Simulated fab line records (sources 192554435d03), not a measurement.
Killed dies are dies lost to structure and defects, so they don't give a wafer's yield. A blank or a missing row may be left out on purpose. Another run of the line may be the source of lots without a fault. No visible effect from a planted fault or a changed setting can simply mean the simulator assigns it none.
Matching of chambers / flow n5 finfet / N5_PMOS_HMC_CHANNEL_EPI_STRIP_33 on rie diel-04 has 4 sister chambers
The step strips in N2/H2. 14 wafers are shown with their chamber, then 7 later ones without.

WAFERS PAIRED WITH THEIR CHAMBERS
wafer=L437.3; chamber=0; showerhead plenum p Torr (Torr)=3.58; throttle valve pct (%)=18.62; drypump motor current A (A)=5.4
wafer=L437.5; chamber=3; showerhead plenum p Torr (Torr)=3.37; throttle valve pct (%)=18.90; drypump motor current A (A)=6.4
wafer=L437.6; chamber=0; showerhead plenum p Torr (Torr)=3.58; throttle valve pct (%)=18.62; drypump motor current A (A)=5.4
wafer=L440.1; chamber=2; showerhead plenum p Torr (Torr)=3.36; throttle valve pct (%)=19.08; drypump motor current A (A)=6.5
wafer=L440.3; chamber=3; showerhead plenum p Torr (Torr)=3.37; throttle valve pct (%)=18.90; drypump motor current A (A)=6.5
wafer=L440.5; chamber=2; showerhead plenum p Torr (Torr)=3.36; throttle valve pct (%)=19.10; drypump motor current A (A)=6.5
wafer=L443.1; chamber=2; showerhead plenum p Torr (Torr)=3.36; throttle valve pct (%)=19.10; drypump motor current A (A)=6.6
wafer=L443.2; chamber=0; showerhead plenum p Torr (Torr)=3.57; throttle valve pct (%)=18.65; drypump motor current A (A)=5.4
wafer=L443.5; chamber=3; showerhead plenum p Torr (Torr)=3.37; throttle valve pct (%)=18.93; drypump motor current A (A)=6.5
wafer=L446.1; chamber=2; showerhead plenum p Torr (Torr)=3.36; throttle valve pct (%)=19.10; drypump motor current A (A)=6.5
wafer=L446.3; chamber=0; showerhead plenum p Torr (Torr)=3.57; throttle valve pct (%)=18.65; drypump motor current A (A)=5.5
wafer=L446.4; chamber=1; showerhead plenum p Torr (Torr)=3.38; throttle valve pct (%)=19.17; drypump motor current A (A)=6.2
wafer=L448.1; chamber=3; showerhead plenum p Torr (Torr)=3.36; throttle valve pct (%)=18.92; drypump motor current A (A)=6.4
wafer=L448.2; chamber=1; showerhead plenum p Torr (Torr)=3.38; throttle valve pct (%)=19.18; drypump motor current A (A)=6.2

SIGNATURES, as means of the wafers listed above
reading=showerhead plenum p Torr; chamber 0=3.5750; chamber 1=3.3800; chamber 2=3.3600; chamber 3=3.3675; scatter within a chamber=0.00418
reading=throttle valve pct; chamber 0=18.6350; chamber 1=19.1750; chamber 2=19.0950; chamber 3=18.9125; scatter within a chamber=0.0139
reading=drypump motor current A; chamber 0=5.425; chamber 1=6.200; chamber 2=6.525; chamber 3=6.450; scatter within a chamber=0.05
Rule: for a wafer and a chamber, the distance is found by dividing, reading by reading, the gap between the wafer's reading and the chamber's mean by the reading's scatter, squaring, summing and taking the root. If the next closest chamber is less than 2 further off than the closest, the wafer can't be placed; otherwise it belongs to the closest. How the scatter is found: for the shown wafers, subtract from each reading the mean of its chamber, square and add these, divide the total by (wafers less chambers), then take the root.

WAFERS WITHOUT THEIR CHAMBER
wafer=L448.6; showerhead plenum p Torr (Torr)=3.36; throttle valve pct (%)=18.93; drypump motor current A (A)=6.5
wafer=L452.1; showerhead plenum p Torr (Torr)=3.35; throttle valve pct (%)=19.14; drypump motor current A (A)=6.5
wafer=L452.2; showerhead plenum p Torr (Torr)=3.36; throttle valve pct (%)=18.94; drypump motor current A (A)=6.4
wafer=L452.4; showerhead plenum p Torr (Torr)=3.56; throttle valve pct (%)=18.68; drypump motor current A (A)=5.4
wafer=L453.1; showerhead plenum p Torr (Torr)=3.35; throttle valve pct (%)=19.12; drypump motor current A (A)=6.5
wafer=L453.2; showerhead plenum p Torr (Torr)=3.36; throttle valve pct (%)=18.93; drypump motor current A (A)=6.5
wafer=L453.4; showerhead plenum p Torr (Torr)=3.56; throttle valve pct (%)=18.69; drypump motor current A (A)=5.4

EACH ONE'S CHAMBER
wafer=L448.6; from the rows above=3; in truth=3
wafer=L452.1; from the rows above=2; in truth=2
wafer=L452.2; from the rows above=3; in truth=3
wafer=L452.4; from the rows above=0; in truth=0
wafer=L453.1; from the rows above=2; in truth=2
wafer=L453.2; from the rows above=3; in truth=3
wafer=L453.4; from the rows above=0; in truth=0
Placed correctly: 7 of 7. From these rows, 0 cannot be placed. Placed wrongly: 0.
